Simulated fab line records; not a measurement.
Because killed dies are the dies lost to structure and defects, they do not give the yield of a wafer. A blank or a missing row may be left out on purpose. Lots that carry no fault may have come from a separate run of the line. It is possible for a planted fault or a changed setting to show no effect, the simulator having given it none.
Struck lot and sound lot, side by side	flow nand_harc	27 steps out of a route of 1159
Sound: the wafers L871.1, L871.2, L871.5. The struck wafers were L878.1, L878.2, L878.3. The cause is given at the end.
Each step with rows lists, per side, the tool, then ch with its chambers, then its first start. Under that, the readings that differ: sound wafers	struck wafers	difference of the means	sigmas: that difference in standard deviations of wafers without a fault.
alike: readings with means less than 2 such deviations apart, plus words and numbers identical on both sides. not compared: withheld readings, readings lacking a value on some wafer, bounds such as >300 that could conceal the same value, and numbers that have no deviation in the record and whose values overlap.
The two part at a step that has a row with sigmas, a row that says differs or no value, or rows on one side only. Non-overlapping numbers with no deviation appear without sigmas and do not part them. Lack of a reading on every wafer of one side parts them only where that side has two or more wafers.

NHARC_P_ZERO_WELL_DESCUM_54: chemistry O2, time 3 s.
  sound on rie_diel-08 ch 0,1,2, day 4 05:40; struck on rie_diel-09 ch 0,2,3, day 6 00:03
  alike: drypump_motor_current_A, oes_product_au, rf_vpp_V, showerhead_plenum_p_Torr, throttle_valve_pct
  not compared: rf_hours_counter_h
then, 5 steps without rows for these wafers: NHARC_P_ZERO_WELL_IMPLANT_55; NHARC_P_ZERO_WELL_IMPLANT_61; NHARC_P_ZERO_WELL_STRIP_56 (strips in SPM, time 840 s); NHARC_P_ZERO_WELL_PRECLEAN_68 (cleans in SC1, time 60 s); NHARC_P_ZERO_WELL_SRD_69.
NHARC_P_ZERO_WELL_RTA_42: time 300 s.
  sound on rtp_anneal-01 ch 0, day 4 06:39; struck on rtp_anneal-02 ch 0, day 6 01:02
reading	sound	struck	difference	sigmas
lamp_power_pct (%)	43.7 43.7 43.6	47.3 47.3 47.3	+3.6	+2
lamp_zone_3_pct (%)	43.7 43.7 43.7	47.2 47.3 47.3	+3.6	+2
lamp_zone_7_pct (%)	44.1 44.0 44.1	47.7 47.7 47.6	+3.6	+2
  alike: wafer_temp_C_max
NHARC_P_ZERO_WELL_INSPECT_43:
  sound on defect_inspect-01, day 4 07:20; struck on defect_inspect-02, day 6 01:42
  alike: raw_defect_count
then, 4 steps without rows for these wafers: NHARC_P_STI_ETCH_26 (etches SiO2 in dHF, target depth 11 nm); NHARC_P_STI_PRECLEAN_27 (cleans in SC1); NHARC_P_STI_SRD_28; NHARC_P_STI_OXIDE_29 (material SiO2, target thk 10 nm, ox time 1362 s).
NHARC_P_STI_HM_DEP_30: deposits Si3N4, target thk 80 nm, time 873 s.
  sound on lpcvd-01 ch 1, day 4 15:11; struck on lpcvd-01 ch 0, day 6 10:05
  alike: spike_tc_top_C, zone_power_upper_pct
then, 9 steps without rows for these wafers: NHARC_P_STI_DEHYDRATE_01 (time 120 s); NHARC_P_STI_HMDS_02 (time 30 s); NHARC_P_STI_COAT_41 (time 65 s); NHARC_P_STI_COAT_03 (resist thk 600 nm); NHARC_P_STI_SOFTBAKE_04 (time 70 s); NHARC_P_STI_EBR_05; NHARC_P_STI_EXPOSE_06 (exposes mask P STI, target cd 200 nm); NHARC_P_STI_PEB_07 (peb time 80 s); NHARC_P_STI_DEVELOP_08 (time 50 s).
NHARC_P_STI_CD_MEAS_09: target cd 200 nm.
  sound on cd_sem-03 ch 0, day 4 19:30; struck on cd_sem-01 ch 0, day 6 14:14
  alike: cd_nm
NHARC_P_STI_OVL_MEAS_10:
  sound on overlay-02, day 4 19:35; struck on overlay-02, day 6 14:20
  alike: overlay_x_nm, overlay_y_nm
NHARC_P_STI_INSPECT_11:
  sound on defect_inspect-01, day 4 19:38; struck on defect_inspect-02, day 6 14:22
reading	sound	struck	difference	sigmas
raw_defect_count	4 12 5	311 297 312	+300	+99 or more
then, 1 step without rows for these wafers: NHARC_P_STI_HARDBAKE_13 (time 65 s).
-- jump in the record: it breaks off in module P_STI and resumes in module END (first step shown: number 1159 of the route), and 17 days separate the struck wafers' starts before and after --
NHARC_END_SORT_01:
  sound on prober-02 ch 0, day 21 04:17; struck on prober-02 ch 0, day 23 14:14
reading	sound	struck	difference	sigmas
killed_at_periphery	11 2 2	84 78 82	+76	+29
killed_dies	39 28 23	91 95 99	+65	+7
  alike: killed_at_array, killed_at_other, killed_open, killed_short

WHERE THEY PART
At NHARC_P_ZERO_WELL_RTA_42 first; at NHARC_END_SORT_01 last (within this record only).

WHY: what had been put in by the simulator
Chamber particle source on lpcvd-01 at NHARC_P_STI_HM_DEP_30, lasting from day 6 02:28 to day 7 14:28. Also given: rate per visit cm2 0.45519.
